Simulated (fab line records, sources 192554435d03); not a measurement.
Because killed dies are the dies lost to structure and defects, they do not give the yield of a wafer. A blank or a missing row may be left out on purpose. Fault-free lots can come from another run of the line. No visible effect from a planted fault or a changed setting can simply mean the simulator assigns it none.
Matching of chambers | flow n5 finfet | pecvd-02 running N5_BEOL_M7_ILD_DEP_00: 3 sister chambers
The step deposits SiCOH lowk from DEMS/porogen, target thk 179.75 nm, time 33.4 s. 20 wafers are shown with their chamber, then 10 later ones without.

== WAFERS, EACH WITH ITS CHAMBER ==
wafer  | chamber | throttle valve pct (%) | heater power w (W) | showerhead plenum p Torr (Torr)
L075.3 | 0       | 14.2                   | 351                | 5.745
L075.4 | 1       | 15.2                   | 236                | 5.775
L075.6 | 2       | 13.3                   | 299                | 5.747
L076.1 | 0       | 14.3                   | 331                | 5.741
L076.3 | 2       | 13.6                   | 301                | 5.754
L076.6 | 1       | 15.1                   | 284                | 5.754
L078.2 | 2       | 13.5                   | 251                | 5.763
L078.4 | 2       | 13.6                   | 272                | 5.752
L078.5 | 0       | 14.3                   | 284                | 5.732
L084.1 | 0       | 14.1                   | 346                | 5.739
L084.3 | 2       | 13.6                   | 269                | 5.746
L084.4 | 1       | 15.3                   | 247                | 5.759
L085.3 | 0       | 14.1                   | 340                | 5.741
L085.5 | 0       | 14.0                   | 342                | 5.761
L085.6 | 1       | 15.2                   | 266                | 5.772
L086.1 | 2       | 13.5                   | 297                | 5.757
L086.2 | 1       | 15.0                   | 233                | 5.735
L086.5 | 2       | 13.4                   | 295                | 5.744
L089.2 | 2       | 13.6                   | 275                | 5.744
L089.4 | 0       | 14.2                   | 295                | 5.738

SIGNATURES, as means of the wafers listed above
reading                  | chamber 0 | chamber 1 | chamber 2 | scatter within a chamber
throttle valve pct       | 14.171    | 15.160    | 13.512    | 0.112
heater power w           | 327.00    | 253.20    | 282.38    | 22.2
showerhead plenum p Torr | 5.74243   | 5.75900   | 5.75087   | 0.0104
Rule: distance of a wafer from a chamber = root of the sum over the readings of ((wafer's reading minus chamber's mean) / reading's scatter) squared. If the next closest chamber is less than 2 further off than the closest, the wafer can't be placed; otherwise it belongs to the closest. The scatter is the square root of a quotient: the sum, over the shown wafers, of each reading's squared deviation from its chamber's mean, divided by wafers minus chambers.

== WAFERS WITHOUT THEIR CHAMBER ==
wafer  | throttle valve pct (%) | heater power w (W) | showerhead plenum p Torr (Torr)
L089.6 | 13.4                   | 288                | 5.748
L093.3 | 14.1                   | 347                | 5.743
L093.4 | 15.1                   | 267                | 5.762
L093.5 | 14.0                   | 341                | 5.726
L094.4 | 14.9                   | 256                | 5.763
L094.5 | 14.2                   | 311                | 5.745
L094.6 | 13.7                   | 274                | 5.759
L097.1 | 14.2                   | 316                | 5.745
L097.4 | 15.4                   | 276                | 5.768
L097.5 | 13.9                   | 315                | 5.732

== EACH ONE'S CHAMBER ==
wafer  | from the rows above     | in truth
L089.6 | 2                       | 2
L093.3 | 0                       | 0
L093.4 | 1                       | 1
L093.5 | 0                       | 0
L094.4 | 1                       | 1
L094.5 | 0                       | 0
L094.6 | 2                       | 2
L097.1 | 0                       | 0
L097.4 | 1                       | 1
L097.5 | can't be placed: 0 or 2 | 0
Correct placement for 9 of the 10. These rows do not allow placing 1 (true chamber among the candidates in 1). Number placed wrongly: 0.
